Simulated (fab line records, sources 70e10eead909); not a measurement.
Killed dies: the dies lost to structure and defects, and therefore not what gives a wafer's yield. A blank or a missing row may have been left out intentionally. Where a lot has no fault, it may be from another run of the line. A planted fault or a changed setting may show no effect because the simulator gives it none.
A lot that was struck, set against a sound lot    flow nand_harc    28 steps out of a route of 1159
Sound: the wafers L222.2, L222.4, L222.6. Wafers L225.1, L225.2, L225.6 were the ones struck. The cause is named last.
At each step with rows: each side's tool, then ch and its chambers, then its first start. Under that, the readings that differ: sound wafers    struck wafers    difference of the means    sigmas: that difference in standard deviations of wafers without a fault.
alike: a reading whose means differ by less than 2 such deviations, as well as words and numbers matching on both sides. not compared: withheld readings; readings where some wafer has no value; bounds like >300 that might hide an equal value; numbers whose values overlap and for which the record gives no deviation.
The two part at a step that has a row with sigmas, a row that says differs or no value, or rows on one side only. Numbers that have no deviation but don't overlap get no sigmas and don't part them. A reading that every wafer of one side lacks parts them only if that side has two wafers or more.

first, 8 steps without rows for these wafers: NHARC_A_CHANNEL_HOLE_D1_EXPOSE_07 (exposes mask HOLE D1, target cd 100 nm); NHARC_A_CHANNEL_HOLE_D1_PEB_08 (peb time 65 s); NHARC_A_CHANNEL_HOLE_D1_DEVELOP_09 (develop time 35 s); NHARC_A_CHANNEL_HOLE_D1_DESCUM_15 (chemistry O2, time 3 s); NHARC_A_CHANNEL_HOLE_D1_ETCH_38 (etches the open film in CF4, target depth 39 nm, time 65 s); NHARC_A_CHANNEL_HOLE_D1_ETCH_39 (etches the open film in N2/H2, target depth 260 nm, time 325 s); NHARC_A_CHANNEL_HOLE_D1_ETCH_34 (etches the open film in CF4/CHF3, target depth 154 nm, time 77 s); NHARC_A_CHANNEL_HOLE_D1_ETCH_16 (etches the open film in O2/COS, target depth 3100 nm, time 806 s).
NHARC_A_CHANNEL_HOLE_D1_ETCH_19: etches the open film in C4F8/O2/Ar, time 34.5 s.
  sound on har_etch-02 ch 0,1, day 8 04:38; struck on har_etch-02 ch 0,1, day 8 22:43
  alike: drypump_motor_current_A, showerhead_plenum_p_Torr, throttle_valve_pct
  not compared: rf_hours_counter_h
then, 16 steps without rows for these wafers: NHARC_A_CHANNEL_HOLE_D1_ETCH_20 (etches the open film in C4F8/O2/Ar, time 361.9 s, target depth 1600 nm); NHARC_A_CHANNEL_HOLE_D1_ETCH_21 (etches the open film in C4F8/O2/Ar, time 514.3 s, target depth 1600 nm); NHARC_A_CHANNEL_HOLE_D1_ETCH_22 (etches the open film in C4F8/O2/Ar, time 666.7 s, target depth 1600 nm); NHARC_A_CHANNEL_HOLE_D1_ETCH_23 (etches the open film in C4F8/O2/Ar, time 819 s, target depth 1600 nm); NHARC_A_CHANNEL_HOLE_D1_ETCH_24 (etches the open film in C4F8/O2/Ar, time 906.2 s, target depth 1500 nm); NHARC_A_CHANNEL_HOLE_D1_ETCH_25 (etches the open film in C4F8/O2/Ar, time 1040.2 s, target depth 1500 nm); NHARC_A_CHANNEL_HOLE_D1_ETCH_26 (etches the open film in C4F8/O2/Ar, time 224.1 s, target depth 300 nm); NHARC_A_CHANNEL_HOLE_D1_ETCH_33 (etches the open film in C4F8/O2/Ar, time 90 s, target depth 400 nm); NHARC_A_CHANNEL_HOLE_D1_STRIP_41 (strips in N2/H2); NHARC_A_CHANNEL_HOLE_D1_STRIP_42 (strips in CF4/CHF3); NHARC_A_CHANNEL_HOLE_D1_STRIP_43 (strips in O2/COS); NHARC_A_CHANNEL_HOLE_D1_ETCH_44 (etches the open film in CF4/O2, target depth 140 nm, overetch 14 nm, time 77 s); NHARC_A_CHANNEL_HOLE_D1_STRIP_27 (strips in O2); NHARC_A_CHANNEL_HOLE_D1_PRECLEAN_28 (cleans in SC1); NHARC_A_CHANNEL_HOLE_D1_SRD_29; NHARC_A_CHANNEL_HOLE_D1_XSEM_31.
NHARC_A_CHANNEL_HOLE_D1_INSPECT_40:
  sound on defect_inspect-01 at day 8 10:19; struck on defect_inspect-01 at day 9 04:26
reading           sound     struck       difference  sigmas
raw_defect_count  68 63 49  342 292 332  +262        +16
then, 1 step without rows for these wafers: NHARC_A_CHANNEL_FILL_D1_PRECLEAN_00 (cleans in SC1).
-- jump in the record: it breaks off in module A_CHANNEL_FILL_D1 and resumes in module END (first step shown: number 1159 of the route), and 12 days separate the struck wafers' starts before and after --
NHARC_END_SORT_01:
  only the struck wafers appear in the record here, on prober-02 ch 0 at day 21 05:07; the sound ones have no rows

WHERE THEY PART
At NHARC_A_CHANNEL_HOLE_D1_INSPECT_40 first; at NHARC_END_SORT_01 last (within this record only).

WHY: what had been put in by the simulator
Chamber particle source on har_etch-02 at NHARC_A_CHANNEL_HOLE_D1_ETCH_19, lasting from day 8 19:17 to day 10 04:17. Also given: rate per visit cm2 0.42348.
